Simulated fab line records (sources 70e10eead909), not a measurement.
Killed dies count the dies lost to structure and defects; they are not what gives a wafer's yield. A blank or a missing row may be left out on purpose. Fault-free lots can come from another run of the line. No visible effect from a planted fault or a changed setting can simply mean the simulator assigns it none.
fab line records | flow nand_harc
[record] lots = 6 wafers = 18 last_day = 24
route steps=1159 shown A_ONON_D1@438 A_CHANNEL_HOLE_D1@450 END@1159
lots untouched by any fault: they come from a run of this same line in which no faults occurred
start_h: hours from the record's first day to the start of the lot's first wafer shown | wait_h: hours since the lot's step before | " the same as in the row above | L1.1+2: a row that stands for several wafers | - either no value or no given start | * or withheld: withheld | < > ~ a bound
route shown NAME@n: a module of which the file shows steps, and the number in the route of the first | usual: mean and standard deviation over wafers with no fault | same: alike in all rows | chamber/n: place in a boat | sites: the reading at each site | _std_site: standard deviation of those values | _edge_site: the outer-site mean with the inner-site mean subtracted | radius_mm: for every site, how far away it sits from the centre of the wafer | mask NAME#n: copy n | behind: the most recent tool/chamber to have shaped the wafer | hold: why the lot was held/for how many hours/how that ended | device: which transistor (n, p or np) failed to switch | end of line: at the end of the route, the tests of the same wafers | step lacking rows: just its recipe | killed: count of dies lost to structure and defects at first sort (not the wafer's yield) | map: a wafer's dies, marking killed ones x, the rest . and places with no die _
set.NAME: setting as actually run; set.NAME@STEP: the setting as run at that earlier step | model.NAME: the simulator's own value behind a step, which no gauge read
lots seen at some steps along the route; tables by step, rows by wafer
services: from which hour (start_h, from the record's first day; less than 0 if before it) a tool's chamber was out of use, for how many hours, and why
[[steps]]
[step NHARC_A_ONON_D1_DEP_19]
[recipe] target_thk_a = 10000 n2_flow_sccm = 2750 n2o_flow_sccm = 2000 nh3_flow_sccm = 500 sih4_flow_sccm = 210 temp_c = 400
[step NHARC_A_ONON_D1_THK_MEAS_21]
[recipe] thk_meas_gauge = ellipsometry
[usual] thk_nm = 997/9.9
// columns lot.wafer tool chamber start_h wait_h thk_nm
L885.1 film_metro-02 - 169.93 - 1006
L885.4 " - " " 1006
L885.5 " - " " 1008
L886.2 film_metro-02 - 182.09 - 1005
L886.3 " - " " 1002
L886.6 " - " " 1003
L888.2 film_metro-02 - 192.33 - 1002
L888.3 " - " " 1003
L888.5 " - " " 1004
L896.2 film_metro-01 - 248.56 - 996
L896.3 " - " " 996
L896.5 " - " " 996
L898.2 film_metro-02 - 248.59 - 977
L898.4 " - " " 977
L898.6 " - " " 974
L904.1 film_metro-02 - 289.72 - 991
L904.2 " - " " 993
L904.5 " - " " 991
[step NHARC_A_ONON_D1_DEP_22]
[recipe] target_thk_a = 10000 n2_flow_sccm = 2750 n2o_flow_sccm = 2000 nh3_flow_sccm = 500 sih4_flow_sccm = 210 temp_c = 400
[step NHARC_A_ONON_D1_THK_MEAS_24]
[recipe] thk_meas_gauge = ellipsometry
[usual] thk_nm = 1001/8.4
// columns lot.wafer tool chamber start_h wait_h thk_nm
L885.1 film_metro-01 - 170.50 - 1008
L885.4 " - " " 1008
L885.5 " - " " 1006
L886.2 film_metro-01 - 182.66 - 1012
L886.3 " - " " 1012
L886.6 " - " " 1015
L888.2 film_metro-01 - 192.89 - 997
L888.3 " - " " 996
L888.5 " - " " 995
L896.2 film_metro-02 - 249.12 - 1003
L896.3 " - " " 1004
L896.5 " - " " 1003
L898.2 film_metro-01 - 249.16 - 1010
L898.4 " - " " 1011
L898.6 " - " " 1010
L904.1 film_metro-02 - 290.30 - 1005
L904.2 " - " " 1006
L904.5 " - " " 1007
[step NHARC_A_ONON_D1_DEP_25]
[recipe] target_thk_a = 10000 n2_flow_sccm = 2750 n2o_flow_sccm = 2000 nh3_flow_sccm = 500 sih4_flow_sccm = 210 temp_c = 400
[step NHARC_A_ONON_D1_THK_MEAS_27]
[recipe] thk_meas_gauge = ellipsometry
[usual] thk_nm = 1001/9.3
// columns lot.wafer tool chamber start_h wait_h thk_nm
L885.1 film_metro-01 - 171.07 - 1002
L885.4 " - " " 1001
L885.5 " - " " 1001
L886.2 film_metro-02 - 183.22 - 1003
L886.3 " - " " 1001
L886.6 " - " " 1002
L888.2 film_metro-02 - 193.45 - 1011
L888.3 " - " " 1008
L888.5 " - " " 1009
L896.2 film_metro-02 - 249.69 - 997
L896.3 " - " " 1000
L896.5 " - " " 998
L898.2 film_metro-01 - 249.75 - 1020
L898.4 " - " " 1018
L898.6 " - " " 1019
L904.1 film_metro-01 - 290.86 - 1002
L904.2 " - " " 1004
L904.5 " - " " 1002
[step NHARC_A_ONON_D1_DEP_28]
[recipe] target_thk_a = 10000 n2_flow_sccm = 2750 n2o_flow_sccm = 2000 nh3_flow_sccm = 500 sih4_flow_sccm = 210 temp_c = 400
[step NHARC_A_ONON_D1_THK_MEAS_30]
[recipe] thk_meas_gauge = ellipsometry
[usual] thk_nm = 999/9.4
// columns lot.wafer tool chamber start_h wait_h thk_nm
L885.1 film_metro-01 - 171.64 - 988
L885.4 " - " " 988
L885.5 " - " " 987
L886.2 film_metro-01 - 183.81 - 994
L886.3 " - " " 994
L886.6 " - " " 994
L888.2 film_metro-01 - 194.02 - 1014
L888.3 " - " " 1012
L888.5 " - " " 1013
L896.2 film_metro-01 - 250.26 - 986
L896.3 " - " " 986
L896.5 " - " " 986
L898.2 film_metro-02 - 250.33 - 1003
L898.4 " - " " 1003
L898.6 " - " " 1003
L904.1 film_metro-01 - 291.43 - 999
L904.2 " - " " 1002
L904.5 " - " " 1001
[step NHARC_A_ONON_D1_DEP_33]
[recipe] target_thk_a = 2000 temp_c = 400 pressure_torr = 6.5 rf_w = 900 teos_flow_sccm = 161.4 flow_sccm = 2650 target_thk_nm = 200 gas = O2 material = SiO2
[usual] heater_power_outer_w = 280/84 heater_power_w = 551/130 throttle_valve_pct = 16.2/0.55
// columns lot.wafer tool chamber start_h wait_h heater_power_outer_w heater_power_w throttle_valve_pct
L885.1 pecvd-02 1 171.70 0.1 353 665 16.9
L885.4 " 2 " " 143 408 16.0
L885.5 " 2 " " 154 417 15.9
L886.2 pecvd-01 1 183.92 0.1 186 429 15.4
L886.3 " 2 " " 396 715 16.0
L886.6 " 1 " " 185 431 15.9
L888.3 pecvd-03 2 194.07 0.1 298 557 15.7
L888.2 " 0 " " 422 782 16.5
L888.5 " 1 " " 246 446 16.4
L896.3 pecvd-03 0 250.40 0.1 365 719 17.1
L896.2 " 2 " " 278 538 15.5
L896.5 " 0 " " 367 734 17.0
L898.2 pecvd-02 0 250.60 0.3 306 592 16.0
L898.6 " 0 " " 313 609 16.0
L898.4 " 2 " " 123 365 16.0
L904.1 pecvd-03 1 291.53 0.1 198 386 16.6
L904.2 " 2 " " 286 565 15.7
L904.5 " 2 " " 298 555 15.7
[step NHARC_A_ONON_D1_THK_MEAS_34]
[recipe] thk_meas_gauge = ellipsometry
[usual] thk_nm = 201/3.2
// columns lot.wafer tool chamber start_h wait_h thk_nm
L885.1 film_metro-02 - 172.25 0.5 200
L885.4 " - " " 204
L885.5 " - " " 203
L886.2 film_metro-01 - 184.29 - 198
L886.3 " - " " 201
L886.6 " - " " 200
L888.2 film_metro-02 - 194.49 - 199
L888.3 " - " " 198
L888.5 " - " " 199
L896.2 film_metro-01 - 250.82 - 198
L896.3 " - " " 193
L896.5 " - " " 201
L898.2 film_metro-01 - 251.01 - 203
L898.4 " - " " 200
L898.6 " - " " 208
L904.1 film_metro-01 - 291.90 - 200
L904.2 " - " " 201
L904.5 " - " " 202
[step NHARC_A_ONON_D1_INSPECT_32]
[usual] raw_defect_count = 73/29
// columns lot.wafer tool chamber start_h wait_h raw_defect_count
L885.1 defect_inspect-01 - 172.32 0.0 61
L885.4 " - " " 98
L885.5 " - " " 61
L886.2 defect_inspect-02 - 184.35 0.0 81
L886.3 " - " " 44
L886.6 " - " " 85
L888.2 defect_inspect-02 - 194.57 0.0 58
L888.3 " - " " 91
L888.5 " - " " 88
L896.2 defect_inspect-01 - 250.92 0.0 91
L896.3 " - " " 76
L896.5 " - " " 72
L898.2 defect_inspect-02 - 251.08 0.0 98
L898.4 " - " " 70
L898.6 " - " " 86
L904.1 defect_inspect-01 - 291.98 0.0 49
L904.2 " - " " 57
L904.5 " - " " 37
[step NHARC_A_CHANNEL_HOLE_D1_DEP_00]
[recipe] target_thk_a = 31000 temp_c = 400 material = aC
[usual] throttle_valve_pct = 35.001/0.0093
// columns lot.wafer tool chamber start_h wait_h throttle_valve_pct
L885.1 acl_dep-01 0 176.22 3.9 35.006
L885.4 " 0 " " 35.011
L885.5 " 0 " " 34.996
L885.1 acl_dep-01 0 179.83 3.3 35.013
L885.4 " 0 " " 34.988
L885.5 " 0 " " 34.993
L886.2 acl_dep-01 0 184.74 0.4 34.991
L886.3 " 0 " " 35.003
L886.6 " 0 " " 35.011
L888.2 acl_dep-02 0 196.28 1.7 35.008
L888.3 " 0 " " 34.992
L888.5 " 0 " " 34.993
L888.2 acl_dep-02 0 199.42 2.8 34.992
L888.3 " 0 " " 34.993
L888.5 " 0 " " 35.011
L896.2 acl_dep-01 0 251.64 0.7 35.002
L896.3 " 0 " " 35.002
L896.5 " 0 " " 34.994
L898.2 acl_dep-02 0 252.31 1.2 34.980
L898.4 " 0 " " 35.015
L898.6 " 0 " " 35.002
L904.1 acl_dep-03 0 292.13 0.1 34.990
L904.2 " 0 " " 35.007
L904.5 " 0 " " 34.984
[step NHARC_A_CHANNEL_HOLE_D1_DEP_01]
[recipe] target_thk_a = 1400 target_thk_nm = 140 temp_c = 400 pressure_torr = 3.5 flow_sccm = 200 rf_w = 350 material = SiON
[usual] heater_power_outer_w = 449/100 heater_power_w = 747/150
// columns lot.wafer tool chamber start_h wait_h heater_power_outer_w heater_power_w
L885.1 pecvd-01 0 181.78 1.6 456 744
L885.5 " 0 " " 466 769
L885.4 " 2 " " 541 877
L886.2 pecvd-04 1 186.51 1.5 622 951
L886.3 " 0 " " 282 486
L886.6 " 0 " " 292 492
L888.2 pecvd-03 2 201.48 1.7 430 737
L888.3 " 1 " " 431 706
L888.5 " 1 " " 322 577
L896.3 pecvd-04 1 253.27 1.0 663 1004
L896.2 " 2 " " 430 693
L896.5 " 0 " " 371 605
L898.2 pecvd-04 0 253.94 1.3 382 631
L898.6 " 2 " " 429 652
L898.4 " 0 " " 396 645
L904.2 pecvd-04 2 294.10 1.3 353 550
L904.1 " 0 " " 339 576
L904.5 " 1 " " 644 995
[step NHARC_END_SORT_01]
[recipe] temp_c = 25
[usual] killed_at_array = 26/11 killed_at_other = 0.4/0.78 killed_at_periphery = 3.4/2.4 killed_dies = 29/11 killed_open = 3.1/1.9 killed_short = 1.9/1.4
[same] gross_dies = 677
// columns lot.wafer tool chamber start_h wait_h killed_at_array killed_at_other killed_at_periphery killed_dies killed_open killed_short
L885.1 prober-02 0 513.16 2.5 673 0 4 677 3 3
L885.4 prober-02 0 515.60 3.4 674 0 3 677 3 1
L885.5 prober-02 0 516.41 3.7 674 0 3 677 1 2
L888.2 prober-01 0 545.22 2.8 674 0 3 677 2 0
L888.3 prober-01 0 546.02 3.1 671 0 6 677 4 0
L888.5 prober-01 0 547.62 3.7 675 0 2 677 0 0
// killed by level:class
L885.1 A_CHANNEL_HOLE_D1:area_dep=645 A_CHANNEL_HOLE_D1:chamber_film_flake=15 A_SLIT:chamber_film_flake=5 P_M0:geometric_particle:short=2 A_ONON_D1:geometric_particle:open=2 A_STAIRCASE:chamber_film_flake=2 A_CONTACT:chamber_film_flake=2 A_WL_FILL:geometric_particle:short=1
L885.4 A_CHANNEL_HOLE_D1:area_dep=644 A_CHANNEL_HOLE_D1:chamber_film_flake=13 A_STAIRCASE:chamber_film_flake=5 A_ZERO_WELL:chamber_film_flake=3 A_SLIT:chamber_film_flake=3 A_ONON_D1:geometric_particle:short=1 A_ONON_D1:geometric_particle:open=1 A_CHANNEL_HOLE_D1:geometric_particle:open=1
L885.5 A_CHANNEL_HOLE_D1:area_dep=644 A_CHANNEL_HOLE_D1:chamber_film_flake=15 A_SLIT:chamber_film_flake=6 A_STAIRCASE:chamber_film_flake=5 A_CONTACT:chamber_film_flake=2 P_GATE:geometric_particle:short=1 P_CONTACT:geometric_particle:open=1 A_ONON_D1:geometric_particle:short=1
L888.2 A_CHANNEL_HOLE_D1:area_dep=658 A_CHANNEL_HOLE_D1:chamber_film_flake=7 A_CONTACT:chamber_film_flake=4 P_CONTACT:chamber_film_flake=2 A_STAIRCASE:geometric_particle:open=1 A_CONTACT:geometric_particle:open=1 P_ZERO_WELL:chamber_film_flake=1 A_STAIRCASE:chamber_film_flake=1
L888.3 A_CHANNEL_HOLE_D1:area_dep=654 A_CHANNEL_HOLE_D1:chamber_film_flake=8 A_CONTACT:chamber_film_flake=3 P_CONTACT:chamber_film_flake=2 A_STAIRCASE:chamber_film_flake=2 P_GATE:geometric_particle:open=1 P_M0:geometric_particle:open=1 A_WL_FILL:geometric_particle:open=1
L888.5 A_CHANNEL_HOLE_D1:area_dep=666 A_CHANNEL_HOLE_D1:chamber_film_flake=3 A_STAIRCASE:chamber_film_flake=3 P_GATE:chamber_film_flake=1 P_CONTACT:chamber_film_flake=1 A_SLIT:chamber_film_flake=1 A_WL_FILL:chamber_film_flake=1 A_CONTACT:chamber_film_flake=1
// map L885.1 (x killed, . not)
____________x____________
_________xxxxxxx_________
_______xxxxxxxxxxx_______
______xxxxxxxxxxxxx______
_____xxxxxxxxxxxxxxx_____
____xxxxxxxxxxxxxxxxx____
____xxxxxxxxxxxxxxxxx____
___xxxxxxxxxxxxxxxxxxx___
___xxxxxxxxxxxxxxxxxxx___
__xxxxxxxxxxxxxxxxxxxxx__
__xxxxxxxxxxxxxxxxxxxxx__
_xxxxxxxxxxxxxxxxxxxxxxx_
_xxxxxxxxxxxxxxxxxxxxxxx_
_xxxxxxxxxxxxxxxxxxxxxxx_
_xxxxxxxxxxxxxxxxxxxxxxx_
_xxxxxxxxxxxxxxxxxxxxxxx_
xxxxxxxxxxxxxxxxxxxxxxxxx
xxxxxxxxxxxxxxxxxxxxxxxxx
xxxxxxxxxxxxxxxxxxxxxxxxx
xxxxxxxxxxxxxxxxxxxxxxxxx
xxxxxxxxxxxxxxxxxxxxxxxxx
_xxxxxxxxxxxxxxxxxxxxxxx_
_xxxxxxxxxxxxxxxxxxxxxxx_
_xxxxxxxxxxxxxxxxxxxxxxx_
_xxxxxxxxxxxxxxxxxxxxxxx_
_xxxxxxxxxxxxxxxxxxxxxxx_
__xxxxxxxxxxxxxxxxxxxxx__
__xxxxxxxxxxxxxxxxxxxxx__
___xxxxxxxxxxxxxxxxxxx___
___xxxxxxxxxxxxxxxxxxx___
____xxxxxxxxxxxxxxxxx____
____xxxxxxxxxxxxxxxxx____
_____xxxxxxxxxxxxxxx_____
______xxxxxxxxxxxxx______
_______xxxxxxxxxxx_______
_________xxxxxxx_________
____________x____________
// map L888.2 (x killed, . not)
____________x____________
_________xxxxxxx_________
_______xxxxxxxxxxx_______
______xxxxxxxxxxxxx______
_____xxxxxxxxxxxxxxx_____
____xxxxxxxxxxxxxxxxx____
____xxxxxxxxxxxxxxxxx____
___xxxxxxxxxxxxxxxxxxx___
___xxxxxxxxxxxxxxxxxxx___
__xxxxxxxxxxxxxxxxxxxxx__
__xxxxxxxxxxxxxxxxxxxxx__
_xxxxxxxxxxxxxxxxxxxxxxx_
_xxxxxxxxxxxxxxxxxxxxxxx_
_xxxxxxxxxxxxxxxxxxxxxxx_
_xxxxxxxxxxxxxxxxxxxxxxx_
_xxxxxxxxxxxxxxxxxxxxxxx_
xxxxxxxxxxxxxxxxxxxxxxxxx
xxxxxxxxxxxxxxxxxxxxxxxxx
xxxxxxxxxxxxxxxxxxxxxxxxx
xxxxxxxxxxxxxxxxxxxxxxxxx
xxxxxxxxxxxxxxxxxxxxxxxxx
_xxxxxxxxxxxxxxxxxxxxxxx_
_xxxxxxxxxxxxxxxxxxxxxxx_
_xxxxxxxxxxxxxxxxxxxxxxx_
_xxxxxxxxxxxxxxxxxxxxxxx_
_xxxxxxxxxxxxxxxxxxxxxxx_
__xxxxxxxxxxxxxxxxxxxxx__
__xxxxxxxxxxxxxxxxxxxxx__
___xxxxxxxxxxxxxxxxxxx___
___xxxxxxxxxxxxxxxxxxx___
____xxxxxxxxxxxxxxxxx____
____xxxxxxxxxxxxxxxxx____
_____xxxxxxxxxxxxxxx_____
______xxxxxxxxxxxxx______
_______xxxxxxxxxxx_______
_________xxxxxxx_________
____________x____________
[[services]]
// columns tool chamber start_h hours kind
pecvd-02 0 151.00 23.6 repair
pecvd-02 - 153.28 13.0 pm
pecvd-02 1 153.28 13.0 vent_cycle
pecvd-02 2 153.28 13.0 vent_cycle
pecvd-02 1 166.28 - clean
pecvd-02 2 166.28 - clean
acl_dep-02 - 169.28 13.0 pm
pecvd-04 2 182.93 9.7 repair
pecvd-04 - 195.00 13.0 pm
pecvd-04 0 195.00 13.0 vent_cycle
pecvd-04 1 195.00 13.0 vent_cycle
pecvd-04 2 195.00 13.0 vent_cycle
pecvd-04 0 208.00 - clean
pecvd-04 1 208.00 - clean
pecvd-04 2 208.00 - clean
acl_dep-03 - 223.00 13.0 pm
pecvd-01 2 226.68 5.0 repair
pecvd-01 - 237.35 13.0 pm
pecvd-02 - 266.83 0.2 repair
pecvd-03 - 292.18 13.0 pm
pecvd-03 0 292.18 13.0 vent_cycle
pecvd-03 1 292.18 13.0 vent_cycle
pecvd-03 2 292.18 13.0 vent_cycle
acl_dep-01 - 293.83 13.0 pm
[[key]]
[first_sign] step = NHARC_A_CHANNEL_HOLE_D1_DEP_00 reading = visit direction = added
[effect] step = NHARC_END_SORT_01 reading = killed_at_array direction = up sigmas = 61 usual = 26 struck = 674
[more_kills_born_at] NHARC_A_CHANNEL_HOLE_D1_DEP_00@acl_dep-02 = 1978 NHARC_A_CHANNEL_HOLE_D1_DEP_00@acl_dep-01 = 1933
met_at NHARC_A_CHANNEL_HOLE_D1_DEP_00
struck_wafers L885.1,L885.4,L885.5,L888.2,L888.3,L888.5
later_rows_left_out L885.1,L885.4,L885.5,L888.2,L888.3,L888.5
tester_left_out L885,L888
[fault] kind = repeated_step_whole tool = acl_dep-01,acl_dep-02,acl_dep-03 chamber = - onset_h = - steps = NHARC_A_CHANNEL_HOLE_D1_DEP_00 times = 1 scope = struck_lots_only
// tester_left_out: of these lots the tester's yield and bins aren't shown, on N5 and GAA mostly nor the transistor test; their killed dies are dies lost to structure and defects alone, not to doping, threshold or leakage, so they don't give the yield
// later_rows_left_out: the simulator's readings of these wafers behind a module that went badly wrong aren't trusted and aren't shown, but for the sort
